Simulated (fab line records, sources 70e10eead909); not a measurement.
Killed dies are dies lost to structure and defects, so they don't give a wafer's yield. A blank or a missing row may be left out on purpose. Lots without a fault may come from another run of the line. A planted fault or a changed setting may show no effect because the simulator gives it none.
Chamber matching | flow nand_harc | NHARC_P_GATE_DESCUM_93 on rie_diel-04: 4 sister chambers
The step chemistry O2, time 3 s. 4 wafers are shown with their chamber, then 12 later ones without.

WAFERS WITH THEIR CHAMBER
wafer  | chamber | showerhead_plenum_p_Torr (Torr)
L088.3 | 1       | 1.99
L092.1 | 3       | 1.97
L092.2 | 2       | 1.92
L092.4 | 0       | 1.90

WAFERS WITHOUT THEIR CHAMBER
wafer  | showerhead_plenum_p_Torr (Torr)
L093.1 | 1.99
L093.5 | 1.97
L093.6 | 1.90
L094.1 | 1.90
L094.4 | 1.97
L094.6 | 1.97
L096.1 | 1.92
L096.3 | 1.90
L096.6 | 1.98
L097.1 | 1.97
L097.2 | 1.90
L097.4 | 1.92

WHICH CHAMBER EACH WENT THROUGH
wafer  | from the rows above     | in truth
L093.1 | 1                       | 1
L093.5 | 3                       | 3
L093.6 | 0                       | 0
L094.1 | 0                       | 0
L094.4 | 3                       | 3
L094.6 | 3                       | 3
L096.1 | 2                       | 2
L096.3 | 0                       | 0
L096.6 | can't be placed: 1 or 3 | 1
L097.1 | 3                       | 3
L097.2 | 0                       | 0
L097.4 | 2                       | 2
Placed correctly: 11 of 12. Can't be placed from these rows: 1 (the true chamber is among the candidates in 1). Placed wrongly: 0.
How it was worked out, from the rows above alone: a wafer's distance from a chamber is the root of the sum, over the readings, of the square of ((its reading less the chamber's mean) divided by the reading's scatter). The wafer belongs to the nearest chamber; if the next one is less than 2 further off, it can't be placed. A chamber's mean is the mean of its shown wafers. The scatter: with one shown wafer a chamber, the root of the mean of the squares of how far each hidden wafer lies from its nearest shown one.
